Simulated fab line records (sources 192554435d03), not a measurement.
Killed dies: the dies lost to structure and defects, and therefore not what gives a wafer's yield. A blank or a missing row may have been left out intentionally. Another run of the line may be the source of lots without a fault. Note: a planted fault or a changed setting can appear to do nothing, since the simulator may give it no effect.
fab line records	flow n5-finfet
[record] lots = 10	wafers = 30	last-day = 16
route steps=1938 shown BEOL_M2@914 BEOL_M4@1111 PASSIVATION@1936
lots untouched by any fault: they come from a run of this same line in which no faults occurred
start-h: hours from the record's opening day to when the first of the lot's shown wafers began	wait-h: hours since the lot's step before	" repeats the value in the row above	L1.1+2: a row that stands for several wafers	- either no value or no given start	* or withheld: withheld	< > ~ a bound
route shown NAME@n: a module of which the file shows steps, and the number in the route of the first	usual: mean and standard deviation over wafers with no fault	same: alike in all rows	chamber/n: place in a boat	sites: per-site readings	_std_site: the standard deviation of these	_edge_site: inner sites' mean taken away from outer sites' mean	radius-mm: how far each site lies from the wafer's centre	mask NAME#n: copy n	behind: tool/chamber where the wafer was last shaped	hold: cause of the lot's hold/its duration in hours/its outcome	device: transistor that didn't switch, given as n, p or np	end of line: tests run on the same wafers once the route is complete	a step with no rows: only its recipe	killed: the dies lost at the first sort to structure and to defects; this is not the yield of the wafer	map: a wafer's dies, x killed, . not, _ none there
set.NAME: setting as actually run; set.NAME@STEP: the setting as run at that earlier step	model.NAME: the simulator's own value behind a step, which no gauge read
a sample of lots followed through the steps of the route, with each step as a table and each wafer as a row
services: when a tool's chamber went out of use (start-h, in hours from the record's first day, below 0 if earlier), for how many hours, and the reason
[[steps]]
[step N5_BEOL_M2_SPUTTER_90]
[recipe] material = Cu	target-thk-a = 45	temp-c = -20	chamber-pressure-pa = 0.07	power-w = withheld	time-s = 8.29
[usual] throttle-valve-pct = 30.1/0.79
lot.wafer	tool	chamber	start-h	wait-h	throttle-valve-pct
L959.3	pvd-sputter-03	-	143.01	0.1	30.3
L959.4	"	-	"	"	30.8
L959.5	"	-	"	"	30.8
L962.1	pvd-sputter-01	-	160.12	0.1	30.6
L962.3	"	-	"	"	31.4
L962.6	"	-	"	"	29.1
L964.1	pvd-sputter-01	-	171.41	0.1	31.4
L964.4	"	-	"	"	29.2
L964.6	"	-	"	"	30.8
L963.1	pvd-sputter-01	-	173.33	0.1	30.7
L963.4	"	-	"	"	31.5
L963.5	"	-	"	"	30.6
L965.1	pvd-sputter-03	-	176.44	0.1	29.9
L965.3	"	-	"	"	30.4
L965.5	"	-	"	"	30.7
L970.2	pvd-sputter-03	-	216.83	0.1	29.9
L970.4	"	-	"	"	30.6
L970.6	"	-	"	"	29.8
L971.1	pvd-sputter-01	-	220.00	0.1	29.7
L971.2	"	-	"	"	30.6
L971.3	"	-	"	"	29.4
L973.1	pvd-sputter-02	-	225.47	0.1	29.6
L973.4	"	-	"	"	28.8
L973.6	"	-	"	"	28.6
L974.2	pvd-sputter-03	-	241.57	0.1	30.2
L974.3	"	-	"	"	30.7
L974.5	"	-	"	"	29.8
L978.1	pvd-sputter-03	-	266.74	0.1	30.8
L978.4	"	-	"	"	30.3
L978.6	"	-	"	"	29.9
[step N5_BEOL_M2_SPUTTER_96]
[recipe] material = Cu	target-thk-a = 45	temp-c = -20	chamber-pressure-pa = 0.07	power-w = withheld	time-s = 8.29
[usual] throttle-valve-pct = 30.1/0.78
lot.wafer	tool	chamber	start-h	wait-h	throttle-valve-pct
L959.3	pvd-sputter-03	-	143.67	0.1	30.5
L959.4	"	-	"	"	30.7
L959.5	"	-	"	"	31.1
L962.1	pvd-sputter-01	-	160.78	0.1	30.5
L962.3	"	-	"	"	31.5
L962.6	"	-	"	"	28.9
L964.1	pvd-sputter-01	-	172.07	0.1	31.6
L964.4	"	-	"	"	29.1
L964.6	"	-	"	"	30.5
L963.1	pvd-sputter-01	-	173.99	0.1	30.7
L963.4	"	-	"	"	31.8
L963.5	"	-	"	"	30.5
L965.1	pvd-sputter-03	-	177.10	0.1	29.7
L965.3	"	-	"	"	30.4
L965.5	"	-	"	"	30.4
L970.2	pvd-sputter-03	-	217.49	0.1	30.0
L970.4	"	-	"	"	30.9
L970.6	"	-	"	"	29.7
L971.1	pvd-sputter-01	-	220.66	0.1	29.9
L971.2	"	-	"	"	30.6
L971.3	"	-	"	"	28.9
L973.1	pvd-sputter-02	-	226.13	0.1	30.0
L973.4	"	-	"	"	28.9
L973.6	"	-	"	"	28.8
L974.2	pvd-sputter-03	-	242.23	0.1	30.7
L974.3	"	-	"	"	30.6
L974.5	"	-	"	"	29.9
L978.1	pvd-sputter-03	-	267.40	0.1	30.9
L978.4	"	-	"	"	30.3
L978.6	"	-	"	"	29.9
[step N5_BEOL_M2_ECD_50]
[recipe] material = Cu	target-thk-a = 3000
lot.wafer	tool	chamber	start-h	wait-h
L959.3+4+5	ecd-cu-01	1,0,1	143.80	0.1
L962.1+3+6	ecd-cu-02	1	160.90	0.1
L964.1+4+6	ecd-cu-02	0,0,1	172.19	0.1
L963.1+4+5	ecd-cu-02	1,1,0	174.11	0.1
L965.1+3+5	ecd-cu-01	0,0,1	177.22	0.1
L970.2+4+6	ecd-cu-02	1,1,0	217.62	0.1
L971.1+2+3	ecd-cu-01	1,0,1	220.78	0.1
L973.1+4+6	ecd-cu-01	0,1,1	226.25	0.1
L974.2+3+5	ecd-cu-01	1,1,0	242.35	0.1
L978.1+4+6	ecd-cu-02	0	267.52	0.1
[step N5_BEOL_M2_CMP_52]
[recipe] stop-on = SiOC	t-overpolish-s = 6.8	down-force-psi = 1	platen-rpm = 50	clearing-platen-down-force-psi = 1.5	clearing-platen-rpm = 50	post-cmp-clean = cu-alkaline	target-thk-nm = 40	clearing-platen-pad-velocity-m-s = 0.99484	pad-velocity-m-s = 0.99484
[usual] motor-current-A = 5.9/0.78	platen-rpm = 50.00/0.035	slurry-filter-dp-kPa = 13.52/0.13	time-to-endpoint-s = 64/3.1
lot.wafer	tool	chamber	start-h	wait-h	motor-current-A	platen-rpm	slurry-filter-dp-kPa	time-to-endpoint-s
L959.3	cmp-01	0	144.25	0.3	6.5	50.00	13.76	66
L959.4	"	1	"	"	5.2	49.98	13.77	67
L959.5	"	3	"	"	5.9	50.08	13.56	60
L962.3	cmp-02	0	161.35	0.2	4.7	49.96	13.36	65
L962.1	"	1	"	"	5.4	50.00	13.43	65
L962.6	"	2	"	"	7.5	50.00	13.41	66
L964.4	cmp-01	1	172.64	0.2	5.3	49.98	13.68	63
L964.1	"	2	"	"	5.1	50.01	13.43	68
L964.6	"	0	"	"	6.5	50.04	13.66	66
L963.1	cmp-01	1	174.52	0.3	5.0	50.03	13.49	66
L963.4	"	2	"	"	5.1	50.04	13.62	66
L963.5	"	0	"	"	6.3	50.00	13.38	66
L965.3	cmp-01	0	177.81	0.3	6.5	50.00	13.54	65
L965.1	"	1	"	"	5.0	50.00	13.41	65
L965.5	"	2	"	"	5.1	50.02	13.66	63
L970.4	cmp-03	1	218.01	0.1	6.1	49.99	13.50	66
L970.2	"	0	"	"	6.1	50.12	13.59	68
L970.6	"	1	"	"	6.0	49.96	13.32	66
L971.1	cmp-03	3	221.15	0.3	6.7	50.01	13.63	62
L971.3	"	1	"	"	6.1	49.94	13.46	68
L971.2	"	2	"	"	5.6	50.02	13.60	65
L973.1	cmp-03	3	226.72	0.3	6.8	49.95	13.60	59
L973.4	"	0	"	"	6.5	49.96	13.46	34
L973.6	"	2	"	"	6.1	50.04	13.35	30
L974.2	cmp-03	0	242.73	0.2	6.4	49.99	13.48	34
L974.3	"	1	"	"	6.3	50.02	13.37	36
L974.5	"	1	"	"	6.0	50.04	13.60	71
L978.1	cmp-02	3	268.34	0.3	6.9	49.96	13.41	65
L978.4	"	0	"	"	4.7	50.00	13.52	61
L978.6	"	3	"	"	6.6	49.94	13.77	64
[step N5_BEOL_M2_PRE_CLEAN_60]
[recipe] gas = NH3/H2	time-s = 15	temp-c = *	rf-power-w = 300
[usual] heater-power-w = 91/14
lot.wafer	tool	chamber	start-h	wait-h	heater-power-w
L959.3	cvd-co-02	1	144.51	0.0	94
L959.4	"	1	"	"	95
L959.5	"	0	"	"	62
L962.1	cvd-co-02	1	161.61	0.0	96
L962.3	"	0	"	"	62
L962.6	"	1	"	"	94
L964.1	cvd-co-01	0	172.90	0.0	105
L964.4	"	2	"	"	81
L964.6	"	0	"	"	109
L963.1	cvd-co-01	1	174.91	0.1	94
L963.4	"	0	"	"	107
L963.5	"	2	"	"	79
L965.1	cvd-co-02	1	178.06	0.0	96
L965.3	"	2	"	"	105
L965.5	"	0	"	"	64
L970.2	cvd-co-01	1	218.34	0.0	93
L970.4	"	2	"	"	80
L970.6	"	1	"	"	92
L971.1	cvd-co-01	0	221.48	0.0	107
L971.2	"	1	"	"	91
L971.3	"	2	"	"	79
L973.1	cvd-co-01	2	226.97	0.0	81
L973.4	"	1	"	"	92
L973.6	"	2	"	"	82
L974.2	cvd-co-02	2	243.06	0.0	105
L974.3	"	1	"	"	94
L974.5	"	2	"	"	105
L978.1	cvd-co-01	0	268.64	0.0	107
L978.4	"	0	"	"	109
L978.6	"	1	"	"	92
[step N5_BEOL_M4_RC_MEAS_101]
[usual] DIBL_N = 35.9/1.4	DIBL_P = 35.9/1.7	IOFF_N = 0.155/0.023	IOFF_P = 0.201/0.029	ION_N = 672/8.8	ION_P = 460/7	SS_N = 71.6/0.48	SS_P = 73.1/0.64	VT_N = 250.0/3	VT_P = -251.6/3
lot.wafer	tool	chamber	start-h	wait-h	DIBL_N[mV/V]	DIBL_P[mV/V]	IOFF_N[nA/um]	IOFF_P[nA/um]	ION_N[uA/um]	ION_P[uA/um]	SS_N[mV/dec]	SS_P[mV/dec]	VT_N[mV]	VT_P[mV]
L959.3	prober-02	0	170.23	0.3	34.6	35.1	0.131	0.195	667	460	71.7	73.3	250.4	-252.1
L959.4	"	0	"	"	38.2	38.6	0.191	0.252	680	464	72.2	74.6	245.9	-250.6
L959.5	"	0	"	"	37.1	37.4	0.174	0.229	672	459	71.7	74.0	247.3	-249.8
L964.1	prober-01	0	191.89	0.0	32.8	34.9	0.126	0.168	663	453	71.3	73.3	254.2	-257.0
L964.4	"	0	"	"	35.5	37.1	0.165	0.200	671	456	71.5	73.6	250.1	-254.1
L964.6	"	0	"	"	35.6	37.1	0.161	0.208	668	459	72.1	73.6	251.3	-250.2
L962.1	prober-02	0	194.31	0.0	36.2	35.5	0.143	0.188	669	458	71.7	72.4	251.5	-255.1
L962.3	"	0	"	"	37.7	36.6	0.163	0.202	666	456	72.1	73.5	251.0	-252.9
L962.6	"	0	"	"	35.9	35.5	0.145	0.190	674	462	71.3	72.6	250.1	-252.0
L963.1	prober-01	0	198.70	0.0	36.1	36.3	0.168	0.217	675	460	72.0	73.0	247.6	-250.3
L963.4	"	0	"	"	36.0	36.4	0.163	0.207	676	458	71.1	73.4	250.3	-251.0
L963.5	"	0	"	"	35.6	36.0	0.172	0.213	673	457	71.3	73.2	248.9	-250.2
L965.1	prober-01	0	202.06	0.0	34.1	35.0	0.128	0.162	660	452	71.6	72.4	252.3	-254.1
L965.3	"	0	"	"	35.3	36.8	0.150	0.179	674	457	71.1	73.4	249.7	-254.3
L965.5	"	0	"	"	36.0	37.7	0.161	0.186	676	460	72.0	73.6	251.4	-253.0
L971.1	prober-02	0	245.48	0.0	36.2	34.6	0.138	0.180	671	461	70.9	72.2	249.2	-253.5
L971.2	"	0	"	"	35.2	33.5	0.123	0.166	666	453	70.5	72.1	253.1	-256.0
L971.3	"	0	"	"	37.1	35.2	0.146	0.188	672	462	71.4	72.7	251.4	-252.9
L970.2	prober-01	0	248.54	0.2	33.6	36.2	0.151	0.208	674	467	71.8	72.9	248.0	-249.2
L970.4	"	0	"	"	34.7	37.1	0.157	0.220	673	465	71.6	74.4	249.8	-249.0
L970.6	"	0	"	"	33.2	35.7	0.140	0.197	665	463	71.6	73.1	250.3	-251.5
L973.1	prober-01	0	252.05	0.0	36.9	36.8	0.183	0.244	684	467	72.1	74.0	246.3	-249.6
L973.4	"	0	"	"	37.7	37.6	0.198	0.260	671	463	72.6	73.6	244.0	-246.0
L973.6	"	0	"	"	36.5	35.2	0.170	0.227	670	461	72.4	73.7	248.2	-249.3
L974.2	prober-02	0	274.49	0.2	35.5	36.6	0.145	0.221	674	471	71.6	73.2	250.0	-247.2
L974.3	"	0	"	"	36.6	37.4	0.164	0.237	683	474	72.0	73.5	247.9	-245.8
L974.5	"	0	"	"	37.5	38.9	0.188	0.267	684	476	71.8	73.9	245.9	-244.8
L978.1	prober-01	0	286.94	0.0	36.6	37.5	0.168	0.213	682	461	72.3	73.8	248.7	-250.7
L978.4	"	0	"	"	36.3	37.9	0.170	0.217	676	460	72.0	74.1	248.1	-251.7
L978.6	"	0	"	"	35.4	36.6	0.149	0.199	668	461	72.8	73.7	250.8	-250.6
[step N5_PASSIVATION_PROBE_49]
[usual] defect-limited-yield = 91.7/1.5	killed_at_M0_to_M3 = 30/8.6	killed_at_M4_up = 12/4.5	killed-at-contacts = 13/5.8	killed-at-front-end = 38/11	killed-at-other = 4/3	killed-dies = 97/17	killed-open = 63/12	killed-short = 32/8.8	sort_bin_5_function = 4.8/0.91	sort_bin_6_memory = 3.1/0.68	sort-n-pass = 1083/17	sort-yield-pct = 91.7/1.5
[same] gross-dies = 1180	killed-at-back-side = 0	sort_bin_4_leakage[%] = 0	sort_bin_8_speed[%] = 0
lot.wafer	tool	chamber	start-h	wait-h	defect-limited-yield[%]	killed_at_M0_to_M3	killed_at_M4_up	killed-at-contacts	killed-at-front-end	killed-at-other	killed-dies	killed-open	killed-short	sort_bin_5_function[%]	sort_bin_6_memory[%]	sort-n-pass	sort-yield-pct[%]
L959.3	prober-01	-	275.29	0.1	92.0	26	11	13	43	1	94	69	22	4.7	3.2	1086	92.0
L959.4	prober-01	-	275.34	0.2	89.1	34	9	21	57	8	129	94	34	6.2	4.0	1051	89.1
L959.5	prober-01	-	275.39	0.2	89.7	34	9	18	52	8	121	75	45	6.5	3.2	1059	89.7
L964.1	prober-01	-	298.25	0.0	92.0	30	6	8	46	4	94	61	28	4.5	3.3	1086	92.0
L964.4	prober-01	-	298.40	0.2	92.2	26	11	13	38	4	92	60	31	4.6	2.7	1088	92.2
L964.6	prober-01	-	298.50	0.3	92.3	29	7	10	36	9	91	55	29	4.7	2.0	1089	92.3
L963.1	prober-02	-	305.99	0.2	89.2	38	11	24	52	2	127	84	41	7.1	3.5	1053	89.2
L963.4	prober-02	-	306.14	0.3	92.3	23	12	13	41	2	91	47	38	4.7	2.8	1089	92.3
L963.5	prober-02	-	306.19	0.4	90.3	28	15	9	58	5	115	67	43	5.7	3.6	1065	90.3
L978.1	prober-02	-	391.01	0.0	89.5	55	8	6	52	3	124	81	39	5.8	4.2	1056	89.5
L978.4	prober-02	-	391.16	0.2	91.9	33	9	7	43	4	96	58	36	5.0	3.1	1084	91.9
L978.6	prober-02	-	391.26	0.3	92.5	33	7	8	37	4	89	47	39	3.9	3.6	1091	92.5
// killed by level:class
L959.3 STI_FIN_REVEAL:geometric-particle:open=21 BEOL_M0_SAQP:geometric-particle:open=8 MOL_CONTACT_COAG:geometric-particle:open=8 BEOL_M3:geometric-particle:open=8 BEOL_M4:geometric-particle:open=7 GATE_CUT:geometric-particle:short=6 BEOL_M0_SAQP:geometric-particle:short=5 MOL_CONTACT_COAG:geometric-particle:short=5
L959.4 STI_FIN_REVEAL:geometric-particle:open=37 MOL_CONTACT_COAG:geometric-particle:open=19 BEOL_M0_SAQP:geometric-particle:short=10 BEOL_M0_SAQP:geometric-particle:open=7 STI_FIN_REVEAL:geometric-particle:short=6 BEOL_M2:geometric-particle:open=5 BEOL_M4:geometric-particle:open=5 FIN_SAQP:geometric-particle:open=3
L959.5 STI_FIN_REVEAL:geometric-particle:open=18 MOL_CONTACT_COAG:geometric-particle:open=14 BEOL_M0_SAQP:geometric-particle:open=12 BEOL_M0_SAQP:geometric-particle:short=7 BEOL_M2:geometric-particle:open=6 GATE_CUT:geometric-particle:short=6 FIN_SAQP:geometric-particle:short=5 PASS1_CAP:geometric-particle:short=5
L964.1 STI_FIN_REVEAL:geometric-particle:open=11 BEOL_M1:geometric-particle:open=10 FIN_SAQP:geometric-particle:short=9 FIN_SAQP:geometric-particle:open=8 DUMMY_GATE:geometric-particle:open=6 MOL_CONTACT_COAG:geometric-particle:open=5 BEOL_M0_SAQP:geometric-particle:open=4 SD_EPI_P:coat-microbubble-printed=4
L964.4 MOL_CONTACT_COAG:geometric-particle:open=9 FIN_SAQP:geometric-particle:open=8 BEOL_M0_SAQP:geometric-particle:open=7 BEOL_M1:geometric-particle:open=7 BEOL_M0_SAQP:geometric-particle:short=6 STARTING-WAFER:geometric-particle:short=6 FIN_SAQP:geometric-particle:short=5 STI_FIN_REVEAL:geometric-particle:open=5
L964.6 BEOL_M0_SAQP:geometric-particle:open=10 MOL_CONTACT_COAG:geometric-particle:open=9 BEOL_M0_SAQP:geometric-particle:short=6 STI_FIN_REVEAL:geometric-particle:open=5 GATE_CUT:geometric-particle:short=5 GATE_CUT:geometric-particle:open=5 BEOL_M1:geometric-particle:open=5 BEOL_M8:geometric-particle:open=5
L963.1 FIN_SAQP:geometric-particle:short=22 MOL_CONTACT_COAG:geometric-particle:open=18 BEOL_M0_SAQP:geometric-particle:open=16 FIN_SAQP:geometric-particle:open=11 MOL_CONTACT_COAG:geometric-particle:short=6 BEOL_M1:geometric-particle:open=5 BEOL_M0_SAQP:geometric-particle:short=5 BEOL_M2:geometric-particle:open=5
L963.4 FIN_SAQP:geometric-particle:short=9 MOL_CONTACT_COAG:geometric-particle:open=9 BEOL_M0_SAQP:geometric-particle:short=7 FIN_SAQP:geometric-particle:open=5 BEOL_M2:geometric-particle:open=5 BEOL_M3:geometric-particle:short=5 FIN_CUT:geometric-particle:short=4 MOL_CONTACT_COAG:geometric-particle:short=4
L963.5 FIN_SAQP:geometric-particle:short=19 BEOL_M0_SAQP:geometric-particle:short=9 FIN_SAQP:geometric-particle:open=8 BEOL_M3:geometric-particle:open=8 MOL_CONTACT_COAG:geometric-particle:open=7 BEOL_M0_SAQP:geometric-particle:open=7 BEOL_M4:geometric-particle:open=7 STI_FIN_REVEAL:geometric-particle:open=5
L978.1 STI_FIN_REVEAL:geometric-particle:open=17 BEOL_M0_SAQP:geometric-particle:open=15 BEOL_M1:geometric-particle:open=9 BEOL_M3:geometric-particle:open=9 FIN_SAQP:geometric-particle:short=7 BEOL_M3:geometric-particle:short=7 BEOL_M0_SAQP:geometric-particle:short=7 FIN_SAQP:geometric-particle:open=6
L978.4 STI_FIN_REVEAL:geometric-particle:open=18 BEOL_M0_SAQP:geometric-particle:short=12 GATE_CUT:geometric-particle:short=8 BEOL_M0_SAQP:geometric-particle:open=6 MOL_CONTACT_COAG:geometric-particle:open=6 STI_FIN_REVEAL:geometric-particle:short=5 BEOL_M2:geometric-particle:open=5 BEOL_M0:geometric-particle:open=4
L978.6 FIN_SAQP:geometric-particle:short=13 BEOL_M3:geometric-particle:open=9 FIN_SAQP:geometric-particle:open=7 GATE_CUT:geometric-particle:short=7 BEOL_M2:geometric-particle:open=7 MOL_CONTACT_COAG:geometric-particle:open=6 BEOL_M0_SAQP:geometric-particle:open=6 BEOL_M0_SAQP:geometric-particle:short=5
[[services]]
tool	chamber	start-h	hours	kind
cmp-01	-	120.55	1.3	repair
cvd-co-02	1	122.41	-	clean
cvd-co-02	1	122.41	22.0	scheduled-down
cvd-co-02	1	122.41	22.0	vent-cycle
cmp-02	-	129.62	4.0	pm
cmp-02	-	133.62	-	consumable-replace:conditioner
cmp-02	-	133.62	-	consumable-replace:pad
cmp-03	-	158.87	4.2	repair
cmp-02	-	163.61	2.4	repair
cmp-02	-	184.71	0.3	repair
ecd-cu-01	-	185.14	0.2	repair
cmp-03	-	196.07	4.0	pm
cmp-02	-	214.46	3.9	repair
cvd-co-01	-	228.17	6.0	pm
cmp-02	-	229.11	3.4	repair
cmp-02	-	233.99	3.5	repair
cmp-01	-	236.01	1.9	repair
cmp-02	-	245.13	5.6	repair
cmp-01	-	246.46	1.2	repair
cmp-01	-	250.04	15.5	pm
cmp-03	-	252.05	1.9	repair
cmp-02	-	262.98	0.3	repair
[[key]]
[first-sign] step = N5_BEOL_M2_CMP_52	reading = time-to-endpoint-s	direction = down	sigmas = 9.9	usual = *	struck = *
effect none on later readings
met-at N5_BEOL_M2_ECD_50
struck-lots L973,L974
struck-wafers L973.4,L973.6,L974.2,L974.3
not-acting-at N5_BEOL_M2_SPUTTER_90,N5_BEOL_M2_SPUTTER_96,N5_BEOL_M2_PRE_CLEAN_60
onset-between 220.78 226.25
[fault] kind = process-parameter-drift	tool = ecd-cu-01	chamber = 1	onset-h = 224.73	steps = N5_BEOL_M2_ECD_50	channel = target-thk-a	offset = *	shape = step	end-h = 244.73	acts-in = *	stated = *
